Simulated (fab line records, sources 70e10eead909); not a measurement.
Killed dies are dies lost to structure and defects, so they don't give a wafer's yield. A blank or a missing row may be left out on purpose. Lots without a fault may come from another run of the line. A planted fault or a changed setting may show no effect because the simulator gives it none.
Chamber matching | flow nand_harc | NHARC_A_CHANNEL_FILL_D2_ALD_16 on ald_hk-02: 4 sister chambers
The step deposits SiO2, target thk 1.5 nm, pulse time 10 s, ald cycles 15. 16 wafers are shown with their chamber, then 8 later ones without.

WAFERS WITH THEIR CHAMBER
wafer  | chamber | heater_power_w (W) | precursor_pulse_height_rel
L292.1 | 0       | 415                | 1.003
L292.2 | 2       | 490                | 0.997
L292.6 | 2       | 485                | 0.987
L296.1 | 3       | 422                | 1.013
L296.3 | 0       | 423                | 0.996
L296.6 | 1       | 566                | 1.016
L297.4 | 1       | 548                | 0.981
L297.5 | 1       | 554                | 1.000
L297.6 | 2       | 513                | 0.966
L302.2 | 0       | 414                | 0.968
L302.3 | 1       | 556                | 1.009
L302.4 | 3       | 407                | 0.986
L312.2 | 1       | 559                | 1.014
L312.5 | 2       | 518                | 1.015
L312.6 | 1       | 555                | 0.990
L311.1 | 0       | 413                | 0.974

SIGNATURES (means of the wafers above)
reading                    | chamber 0 | chamber 1 | chamber 2 | chamber 3 | scatter within a chamber
heater_power_w             | 416.25    | 556.33    | 501.50    | 414.50    | 9.84
precursor_pulse_height_rel | 0.98525   | 1.00167   | 0.99125   | 0.99950   | 0.017
Rule: a wafer's distance from a chamber is the root of the sum, over the readings, of the square of ((its reading less the chamber's mean) divided by the reading's scatter). The wafer belongs to the nearest chamber; if the next one is less than 2 further off, it can't be placed. The scatter: the root of (the sum of the squares of (reading less its chamber's mean) over the shown wafers, divided by (wafers less chambers)).

WAFERS WITHOUT THEIR CHAMBER
wafer  | heater_power_w (W) | precursor_pulse_height_rel
L311.3 | 389                | 1.016
L311.4 | 561                | 1.018
L313.1 | 403                | 1.015
L313.2 | 558                | 0.986
L313.3 | 508                | 1.042
L315.2 | 519                | 0.988
L315.3 | 425                | 1.015
L315.4 | 535                | 0.969

WHICH CHAMBER EACH WENT THROUGH
wafer  | from the rows above     | in truth
L311.3 | can't be placed: 3 or 0 | 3
L311.4 | 1                       | 1
L313.1 | can't be placed: 3 or 0 | 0
L313.2 | 1                       | 1
L313.3 | 2                       | 2
L315.2 | 2                       | 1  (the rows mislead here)
L315.3 | can't be placed: 3 or 0 | 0
L315.4 | can't be placed: 1 or 2 | 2
Placed correctly: 3 of 8. Can't be placed from these rows: 4 (the true chamber is among the candidates in 4). Placed wrongly: 1.
